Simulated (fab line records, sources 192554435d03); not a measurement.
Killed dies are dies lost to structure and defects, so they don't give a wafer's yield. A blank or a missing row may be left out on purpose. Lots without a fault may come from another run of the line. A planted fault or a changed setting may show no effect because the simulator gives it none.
Which tool did it? | flow n5_finfet | 10 lots, 30 wafers sampled, at 4 steps of a route of 1938

WHAT THE GAUGES READ, wafer by wafer
N5_BEOL_M8_RS_MEAS_57: measures by four-point-probe.
lot  | measured     | on            | M8_RS (ohm/sq)
L277 | day 9 03:21  | film_metro-01 | 0.287 0.284 0.299
L278 | day 9 21:27  | film_metro-01 | 0.284 0.287 0.283
L282 | day 10 03:57 | film_metro-01 | 0.290 0.294 0.297
L284 | day 10 19:20 | film_metro-01 | 0.284 0.277 0.289
L294 | day 13 15:23 | film_metro-02 | 0.282 0.298 0.298
L292 | day 13 17:22 | film_metro-02 | 0.282 0.298 0.287
L297 | day 14 14:01 | film_metro-02 | 0.284 0.283 0.293
L298 | day 14 21:23 | film_metro-01 | 0.268 0.278 0.263
L299 | day 15 01:26 | film_metro-02 | 0.269 0.265 0.270
L300 | day 15 04:59 | film_metro-01 | 0.268 0.291 0.283

WHICH TOOL RAN EACH LOT (tool, then ch and the chambers of the sampled wafers, then the start)
lot  | N5_BEOL_M8_VIA_ETCH_34             | N5_BEOL_M8_TRENCH_ETCH_37                     | N5_BEOL_M8_SPUTTER_48
L277 | rie_diel-03 ch 1,3, day 8 23:32    | rie_diel-03 ch 1,3, day 9 02:03 or earlier    | pvd_sputter-02, day 9 02:03
L278 | rie_diel-06 ch 0,1,2, day 9 18:32  | rie_diel-06 ch 0,1,2, day 9 20:27 or earlier  | pvd_sputter-02, day 9 20:27
L282 | rie_diel-03 ch 0,2, day 10 01:12   | rie_diel-03 ch 0,2, day 10 02:56 or earlier   | pvd_sputter-02, day 10 02:56
L284 | rie_diel-01 ch 0,1, day 10 16:07   | rie_diel-01 ch 0,1, day 10 17:59 or earlier   | pvd_sputter-02, day 10 17:59
L294 | rie_diel-01 ch 1,2,3, day 13 12:28 | rie_diel-01 ch 1,2,3, day 13 14:14 or earlier | pvd_sputter-02, day 13 14:14
L292 | rie_diel-01 ch 2,3, day 13 13:13   | rie_diel-01 ch 2,3, day 13 16:19 or earlier   | pvd_sputter-02, day 13 16:19
L297 | rie_diel-06 ch 1,2,3, day 14 09:55 | rie_diel-06 ch 1,2,3, day 14 12:59 or earlier | pvd_sputter-03, day 14 12:59
L298 | rie_diel-03 ch 0,2, day 14 17:52   | rie_diel-03 ch 0,2, day 14 19:49 or earlier   | pvd_sputter-01, day 14 19:49
L299 | rie_diel-01 ch 0,1, day 14 20:53   | rie_diel-01 ch 0,1, day 15 00:31 or earlier   | pvd_sputter-01, day 15 00:31
L300 | rie_diel-01 ch 0,1,3, day 15 01:50 | rie_diel-01 ch 0,1,3, day 15 03:43 or earlier | pvd_sputter-03, day 15 03:43
- N5_BEOL_M8_VIA_ETCH_34: etches SiCOH lowk in C4F6/O2, target depth 125.5 nm, time 50.5 s.
- N5_BEOL_M8_TRENCH_ETCH_37: etches SiCOH lowk in C4F6/O2, target depth 93.478 nm, time 31.2 s.
- N5_BEOL_M8_SPUTTER_48: material Cu, target thk 10 nm, time 1.667 s.

THE ANSWER, worked out from the rows above alone
Rule: what is usual is taken from the lots themselves. Put in order of their means at a reading, lots are off if they are a third of the lots or fewer, leave a main group of 4 or more, and stand apart from it by a gap of 3 or more times the standard deviation of the main group's means; of several such gaps the widest counts. A main group whose means are all the same, to the digits that the tables above print for the reading, isn't used. A lot without any number at a reading at which 4 lots or more have one is off too. The other lots that the step has rows for count as sound.
No lot is off at any reading shown: from this, nothing can be told.

WHAT THE SIMULATOR HAD PUT IN
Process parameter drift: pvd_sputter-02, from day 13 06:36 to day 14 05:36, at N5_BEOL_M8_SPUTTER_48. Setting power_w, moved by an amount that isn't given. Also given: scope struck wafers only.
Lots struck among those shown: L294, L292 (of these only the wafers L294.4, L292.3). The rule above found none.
